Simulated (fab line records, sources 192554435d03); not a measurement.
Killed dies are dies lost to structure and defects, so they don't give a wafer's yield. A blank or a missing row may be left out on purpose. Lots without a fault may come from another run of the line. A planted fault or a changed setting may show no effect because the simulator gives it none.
One fault seen from 2 desks | flow n5_finfet | each desk has only its own numbers; what lay behind them comes last

THE METROLOGY DESK
What the gauges read, lot by lot, whatever tool the lot ran on: means of the sampled wafers that have a number. A lot is out of limits, marked OUT, if its mean lies more than 4 standard deviations from the usual mean; the brackets give that distance. Of its 10 readings 7 are shown: those that lie furthest out on some lot.
Columns: A = DIBL_P at N5_BEOL_M4_RC_MEAS_101, usual 35.8 mV/V; B = IOFF_P at N5_BEOL_M4_RC_MEAS_101, usual 0.21 nA/um; C = ION_P at N5_BEOL_M4_RC_MEAS_101, usual 462 uA/um; D = SS_N at N5_BEOL_M4_RC_MEAS_101, usual 71.5 mV/dec; E = SS_P at N5_BEOL_M4_RC_MEAS_101, usual 73.2 mV/dec; F = VT_N at N5_BEOL_M4_RC_MEAS_101, usual 250 mV; G = VT_P at N5_BEOL_M4_RC_MEAS_101, usual -250 mV
lot  | first seen here | A    | B    | C   | D    | E    | F   | G
L610 | day 8 08:36     | 36.0 | 0.22 | 466 | 71.0 | 73.5 | 253 | -249
L612 | day 9 05:14     | 35.4 | 0.19 | 458 | 71.4 | 73.1 | 252 | -251
L616 | day 9 11:01     | 35.4 | 0.20 | 459 | 70.7 | 72.8 | 249 | -251
L615 | day 9 12:15     | 37.1 | 0.22 | 464 | 72.0 | 73.7 | 248 | -250
L613 | day 9 12:59     | 35.2 | 0.21 | 460 | 71.9 | 73.2 | 252 | -250
L622 | day 11 05:10    | 38.0 | 0.24 | 465 | 71.6 | 73.1 | 249 | -245
L624 | day 11 16:38    | 37.9 | 0.22 | 469 | 71.6 | 74.0 | 251 | -247
L627 | day 12 23:16    | 33.9 | 0.17 | 463 | 71.7 | 72.8 | 254 | -256
L630 | day 13 22:16    | 38.5 | 0.21 | 457 | 71.7 | 73.3 | 251 | -249
L632 | day 14 01:53    | 35.0 | 0.22 | 474 | 71.1 | 72.7 | 251 | -248
This desk's finding: nothing out of limits on any of the 10 lots.

THE TOOL OWNER'S DESK: pecvd-04
The tool's own readings at N5_BEOL_M0_SAQP_PECVD_97 (deposits SiNx from SiH4/NH3/N2, target thk 23 nm, time 19.9 s): means of the sampled wafers that have a number, for each lot that ran on this tool. A lot is out of limits, marked OUT, if its mean lies more than 4 standard deviations from the usual mean; the brackets give that distance.
Columns: A = chamber_pressure_Torr at N5_BEOL_M0_SAQP_PECVD_97, usual 1.499 Torr; B = heater_power_w at N5_BEOL_M0_SAQP_PECVD_97, usual 554 W; C = showerhead_plenum_p_Torr at N5_BEOL_M0_SAQP_PECVD_97, usual 5.17 Torr; D = throttle_valve_pct at N5_BEOL_M0_SAQP_PECVD_97, usual 40.1 %
lot  | first seen here | A     | B   | C    | D
L612 | day 6 05:13     | 1.498 | 511 | 5.20 | 42.4
L613 | day 6 09:47     | 1.501 | 433 | 5.18 | 41.5
L622 | day 8 20:21     | 1.498 | 525 | 5.18 | 41.8
L624 | day 9 04:47     | 1.497 | 450 | 5.19 | 42.3
L627 | day 10 00:25    | 1.501 | 389 | 5.17 | 43.5
This desk's finding: nothing out of limits on any of the 5 lots.

PUT TOGETHER
The metrology desk saw nothing out of limits.
The tool owner's desk saw nothing out of limits.

WHAT THE SIMULATOR HAD PUT IN
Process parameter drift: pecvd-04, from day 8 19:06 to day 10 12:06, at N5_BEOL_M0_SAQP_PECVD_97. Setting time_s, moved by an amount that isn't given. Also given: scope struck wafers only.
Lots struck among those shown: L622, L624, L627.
